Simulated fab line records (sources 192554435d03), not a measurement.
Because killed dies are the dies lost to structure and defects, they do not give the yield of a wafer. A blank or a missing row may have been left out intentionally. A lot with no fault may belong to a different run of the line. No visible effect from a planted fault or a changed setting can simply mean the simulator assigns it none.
The same fault as seen by 2 desks    flow n5_finfet    each desk has only its own numbers; what lay behind them comes last

== FOR THE TOOL OWNER'S DESK: cvd_co-01 ==
The tool's own readings at N5_BEOL_M1_CO_CAP_55 (material Co, precursor CCTBA/H2, target thk 2 nm, time 102.1 s): means of the sampled wafers that have a number, for each lot that ran on this tool. If a lot's mean is further than 4 standard deviations from the usual mean, the lot is out of limits and carries the mark OUT (the distance appears in the brackets).
Columns: A = heater_power_w at N5_BEOL_M1_CO_CAP_55, usual 223 W; B = run_length_s at N5_BEOL_M1_CO_CAP_55, usual 125.0 s
lot   first seen here  A    B
L244  day 6 20:11      231  125.3
L250  day 8 07:46      221  125.2
L255  day 9 21:58      218  109.3 (-31) OUT
L257  day 9 23:16      227  109.2 (-32) OUT
Finding of this desk: L255, L257 out of limits; the first was L255 at day 9 21:58, on run_length_s at N5_BEOL_M1_CO_CAP_55. L244, L250: within limits.

== FROM THE METROLOGY DESK ==
What the gauges read, lot by lot, whatever tool the lot ran on: means of the sampled wafers that have a number. If a lot's mean is further than 4 standard deviations from the usual mean, the lot is out of limits and carries the mark OUT (the distance appears in the brackets). Of its 11 readings 7 are shown: those that lie furthest out on some lot.
Columns: A = DIBL_P at N5_BEOL_M4_RC_MEAS_101, usual 35.9 mV/V; B = IOFF_N at N5_BEOL_M4_RC_MEAS_101, usual 0.154 nA/um; C = IOFF_P at N5_BEOL_M4_RC_MEAS_101, usual 0.21 nA/um; D = ION_N at N5_BEOL_M4_RC_MEAS_101, usual 673 uA/um; E = ION_P at N5_BEOL_M4_RC_MEAS_101, usual 463 uA/um; F = SS_P at N5_BEOL_M4_RC_MEAS_101, usual 73.2 mV/dec; G = VT_N at N5_BEOL_M4_RC_MEAS_101, usual 250.5 mV
lot   first seen here  A     B      C     D    E    F     G
L244  day 6 20:07      36.5  0.218  0.27  684  467  73.7  247.2
L250  day 8 07:41      37.4  0.160  0.23  670  464  73.8  249.7
L255  day 9 21:53      33.6  0.137  0.17  654  450  72.8  253.1
L257  day 9 23:11      34.8  0.139  0.18  668  456  73.2  251.8
L262  day 11 13:49     32.1  0.116  0.15  666  457  71.9  255.9
L266  day 12 08:53     35.9  0.160  0.21  673  459  73.4  249.8
This desk's finding: nothing out of limits on any of the 6 lots.

== PUT TOGETHER ==
An alarm could have come from the tool owner's desk at day 9 21:58, on L255, L257.
At the metrology desk, nothing out of limits was observed.
The metrology desk holds a record of L255, L257, inside its limits.
Of the lots named, all ran N5_BEOL_M1_CO_CAP_55 on cvd_co-01.

== WHAT WAS PUT IN BY THE SIMULATOR ==
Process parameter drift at N5_BEOL_M1_CO_CAP_55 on cvd_co-01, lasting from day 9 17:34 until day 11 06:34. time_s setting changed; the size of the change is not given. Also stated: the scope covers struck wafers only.
Shown lots that were struck: L255, L257.
Hours from the fault's start to each desk's first reading out of limits: the tool owner's desk, 4.
